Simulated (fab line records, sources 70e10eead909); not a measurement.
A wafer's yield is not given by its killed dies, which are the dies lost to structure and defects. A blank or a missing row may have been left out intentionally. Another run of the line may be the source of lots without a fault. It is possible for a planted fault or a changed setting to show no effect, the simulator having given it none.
What tool caused it? -- flow nandHarc -- 12 lots with 36 wafers sampled at 6 steps, on a route of 1302 steps

== WHAT EACH GAUGE READ, for each wafer ==
NHARC_P_STI_OCD_MEAS_17.
lot,measured,on,trenchDepthNm (nm),trenchFootCdNm (nm)
L464,day 2 21:10,ocd-01,297 300 296,159.3 158.0 162.2
L466,day 3 17:23,ocd-02,297 302 306,161.7 159.8 159.6
L467,day 4 03:59,ocd-01,303 306 292,156.5 156.3 160.0
L470,day 5 11:02,ocd-01,306 306 297,152.9 160.3 158.9
L474,day 7 04:29,ocd-02,306 301 301,158.2 163.9 160.2
L475,day 7 12:08,ocd-01,305 298 296,158.5 161.9 157.3
L476,day 7 20:49,ocd-02,303 303 299,157.3 155.0 157.5
L477,day 8 05:27,ocd-01,302 307 298,156.4 153.7 156.3
L478,day 8 17:05,ocd-02,308 303 309,159.1 156.6 155.4
L480,day 9 13:12,ocd-02,301 300 300,155.8 155.9 158.0
L482,day 10 09:25,ocd-01,307 305 299,157.0 157.7 154.9
L483,day 10 18:05,ocd-02,297 296 294,156.8 157.1 159.2

NHARC_P_GATE_CD_MEAS_26: target cd 120 nm.
lot,measured,on,cdNm (nm)
L464,day 4 22:40,cdSem-03,119.3 119.9 120.0
L466,day 5 20:37,cdSem-03,120.0 119.6 121.2
L467,day 6 07:17,cdSem-01,119.6 119.7 120.1
L470,day 7 14:07,cdSem-01,119.7 120.4 119.8
L474,day 9 11:40,cdSem-02,119.3 119.7 120.3
L475,day 9 15:45,cdSem-01,120.7 119.8 120.3
L476,day 9 23:47,cdSem-03,120.1 120.4 119.7
L477,day 10 09:32,cdSem-02,119.9 119.5 119.8
L478,day 11 02:15,cdSem-03,119.6 127.1 119.7
L480,day 11 19:44,cdSem-02,119.9 120.7 120.3
L482,day 12 11:38,cdSem-02,120.7 119.4 119.5
L483,day 12 22:52,cdSem-02,120.3 120.5 121.2

NHARC_P_GATE_CD_MEAS_46: target cd 720 nm.
lot,measured,on,cdNm (nm)
L464,day 5 10:26,cdSem-02,720.8 719.1 719.5
L466,day 6 10:50,cdSem-03,722.3 720.4 720.3
L467,day 6 19:08,cdSem-02,720.4 720.8 717.8
L470,day 8 02:08,cdSem-02,718.3 718.0 717.7
L474,day 10 05:56,cdSem-01,716.6 717.1 718.8
L475,day 10 03:44,cdSem-03,717.7 718.7 719.5
L476,day 10 11:46,cdSem-01,719.3 718.5 720.1
L477,day 10 21:26,cdSem-02,718.9 719.8 719.1
L478,day 11 14:13,cdSem-02,718.7 719.7 716.5
L480,day 12 07:44,cdSem-02,719.7 719.9 720.7
L482,day 13 00:05,cdSem-01,721.6 719.8 719.3
L483,day 13 10:59,cdSem-02,720.2 719.5 719.2

NHARC_END_SORT_01.
lot,measured,on,killedAtArray,killedAtOther,killedAtPeriphery,killedDies,killedOpen,killedShort
L478,day 30 02:34,prober-02,20,0,9,29,4,0

== EACH LOT AND THE TOOL THAT RAN IT (in order: tool; ch and the chambers of the sampled wafers; start) ==
lot,NHARC_P_STI_ETCH_31,NHARC_P_GATE_PEB_24
L464,"rieDiel-06 ch 0,2, day 2 21:10 or earlier","lithoTrack-01 ch 0, day 4 22:35"
L466,"rieDiel-10 ch 0,1, day 3 17:23 or earlier","lithoTrack-01 ch 0, day 5 20:32"
L467,"rieDiel-10 ch 0,1,3, day 4 03:59 or earlier","lithoTrack-04 ch 0, day 6 07:13"
L470,"rieDiel-06 ch 0,1, day 5 11:02 or earlier","lithoTrack-06 ch 0, day 7 14:01"
L474,"rieDiel-06 ch 1,2,3, day 7 04:29 or earlier","lithoTrack-06 ch 0, day 9 11:35"
L475,"rieDiel-10 ch 0,2,3, day 7 12:08 or earlier","lithoTrack-06 ch 0, day 9 15:40"
L476,"rieDiel-07 ch 0,2, day 7 20:49 or earlier","lithoTrack-01 ch 0, day 9 23:42"
L477,"rieDiel-06 ch 0,1, day 8 05:27 or earlier","lithoTrack-01 ch 0, day 10 09:27"
L478,"rieDiel-07 ch 1,2, day 8 17:05 or earlier","lithoTrack-01 ch 0, day 11 02:10"
L480,"rieDiel-06 ch 0,1,3, day 9 13:12 or earlier","lithoTrack-06 ch 0, day 11 19:39"
L482,"rieDiel-06 ch 1,2,3, day 10 09:25 or earlier","lithoTrack-04 ch 0, day 12 11:34"
L483,"rieDiel-10 ch 1,2,3, day 10 18:05 or earlier","lithoTrack-04 ch 0, day 12 22:47"
- NHARC_P_STI_ETCH_31: etches the open film in CF4/CHF3, target depth 108.9 nm, time 54.5 s.
- NHARC_P_GATE_PEB_24: peb time 65 s.

== AS READ BY THE TOOLS THEMSELVES (means over the sampled wafers that have a number; for cases with no such wafer, the mark the record gives instead) ==
NHARC_P_STI_ETCH_31.
lot,tool,drypumpMotorCurrentA (A),mfcArSccm (sccm),oesProductAu (a.u.),rfFwdPowerW (W),rfVppV (V),showerheadPlenumPTorr (Torr),throttleValvePct (%)
L464,rieDiel-06,5.6,0.010,0.951,496.5,372.4,1.63,16.797
L466,rieDiel-10,6.1,0.017,0.957,495.5,368.3,1.50,16.798
L467,rieDiel-10,5.9,0.013,0.953,495.3,369.8,1.56,16.811
L470,rieDiel-06,6.3,0.012,0.988,497.0,372.6,1.62,16.801
L474,rieDiel-06,5.7,0.009,0.970,496.0,372.2,1.63,16.803
L475,rieDiel-10,5.8,0.005,0.965,495.4,371.9,1.61,16.796
L476,rieDiel-07,5.7,0.014,0.969,496.2,372.4,1.63,16.805
L477,rieDiel-06,6.2,0.013,0.967,495.8,372.3,1.63,16.803
L478,rieDiel-07,5.2,0.012,0.964,495.0,373.1,1.66,16.802
L480,rieDiel-06,6.1,0.010,0.970,496.2,372.5,1.62,16.796
L482,rieDiel-06,5.7,0.009,0.969,496.4,372.0,1.63,16.809
L483,rieDiel-10,5.6,0.013,0.957,496.4,370.9,1.58,16.798

NHARC_P_GATE_PEB_24.
lot,tool,heaterPowerTotalW (W),plateTempC (C)
L464,lithoTrack-01,156.6,100.24
L466,lithoTrack-01,156.2,100.03
L467,lithoTrack-04,156.3,99.95
L470,lithoTrack-06,156.9,99.98
L474,lithoTrack-06,156.8,100.05
L475,lithoTrack-06,156.3,99.97
L476,lithoTrack-01,156.4,99.92
L477,lithoTrack-01,156.9,100.14
L478,lithoTrack-01,162.8,99.94
L480,lithoTrack-06,156.7,99.98
L482,lithoTrack-04,156.9,100.12
L483,lithoTrack-04,156.4,99.91

== THE ANSWER, worked out from the rows above alone ==
Rule: the lots themselves supply what counts as usual. The widest of any qualifying gaps counts: lots, ordered by their means at a reading, are off when they make up no more than a third of the lots, leave a main group of 4 or more, and stand apart from it by 3 or more times the standard deviation of that group's means. Not used: any main group whose means are identical at the precision the tables above print for the reading. A lot without any number at a reading at which 4 lots or more have one is off too. All remaining lots with rows at the step are treated as sound. Order of review: gauges by route order, followed by the tools' own readings, for which a lot's mean as printed above is used. At the first step where some lot is off, the reading lying furthest off is the one used; lots without a number count as furthest.
Off at NHARC_P_GATE_CD_MEAS_26 (cdNm): L478. For the main group the mean is 120.0 nm and the standard deviation 0.29.
If a tool, at a process step before that reading, ran all the lots that are off and no sound lot after the first of them, it fits. Not tried: the gauges at NHARC_P_GATE_CD_MEAS_26; whatever is off there is also off at NHARC_P_GATE_PEB_24, on other tools, and gauge error can't account for it. NHARC_P_STI_ETCH_31: start missing for some lots; hours and lot order therefore follow NHARC_P_STI_OCD_MEAS_17. Undecided on this evidence; 2 tools fit (rieDiel-07 at NHARC_P_STI_ETCH_31, lithoTrack-01 at NHARC_P_GATE_PEB_24).

== WHAT HAD BEEN PUT IN BY THE SIMULATOR ==
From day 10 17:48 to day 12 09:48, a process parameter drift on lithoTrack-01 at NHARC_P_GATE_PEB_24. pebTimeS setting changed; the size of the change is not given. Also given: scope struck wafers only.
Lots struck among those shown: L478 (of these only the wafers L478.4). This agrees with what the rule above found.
